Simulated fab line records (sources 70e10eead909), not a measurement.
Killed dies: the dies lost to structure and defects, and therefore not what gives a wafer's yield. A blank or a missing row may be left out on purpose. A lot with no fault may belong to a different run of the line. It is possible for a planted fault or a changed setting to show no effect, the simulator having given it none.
Chamber matching :: flow nand-harc :: NHARC_A_SLIT_DEP_25 on pecvd-04 has 3 sister chambers
The step deposits SiO2, target thk 200 nm. 3 wafers are shown with their chamber, then 8 later ones without.

== WAFERS WITH THEIR CHAMBER ==
wafer: L087.2
chamber: 0
heater-power-w (W): 632

wafer: L087.5
chamber: 2
heater-power-w (W): 526

wafer: L090.2
chamber: 1
heater-power-w (W): 637

== WAFERS MISSING THEIR CHAMBER ==
wafer: L090.5
heater-power-w (W): 634

wafer: L090.6
heater-power-w (W): 400

wafer: L095.1
heater-power-w (W): 429

wafer: L095.3
heater-power-w (W): 571

wafer: L095.4
heater-power-w (W): 740

wafer: L097.2
heater-power-w (W): 557

wafer: L097.4
heater-power-w (W): 415

wafer: L097.5
heater-power-w (W): 583

== WHICH CHAMBER EACH ONE RAN IN ==
wafer: L090.5
from the rows above: can't be placed: 0 or 1 or 2
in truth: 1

wafer: L090.6
from the rows above: can't be placed: 2 or 0 or 1
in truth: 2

wafer: L095.1
from the rows above: can't be placed: 2 or 0 or 1
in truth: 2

wafer: L095.3
from the rows above: can't be placed: 2 or 0 or 1
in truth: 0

wafer: L095.4
from the rows above: can't be placed: 1 or 0 or 2
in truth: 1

wafer: L097.2
from the rows above: can't be placed: 2 or 0 or 1
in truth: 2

wafer: L097.4
from the rows above: can't be placed: 2 or 0 or 1
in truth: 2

wafer: L097.5
from the rows above: can't be placed: 0 or 1 or 2
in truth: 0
0 of 8 placed correctly. Not placeable from these rows: 8 (in 8, the candidates include the true chamber). 0 placed wrongly.
How it was worked out, from the rows above alone: a wafer's distance from a chamber is the root of the sum, over the readings, of the square of ((its reading less the chamber's mean) divided by the reading's scatter). If the next closest chamber is less than 2 further off than the closest, the wafer can't be placed; otherwise it belongs to the closest. For every chamber, the mean is computed from those of its wafers that are shown. The scatter (one wafer shown for each chamber): square how far every hidden wafer sits from the nearest shown wafer, average those squares and take the square root.
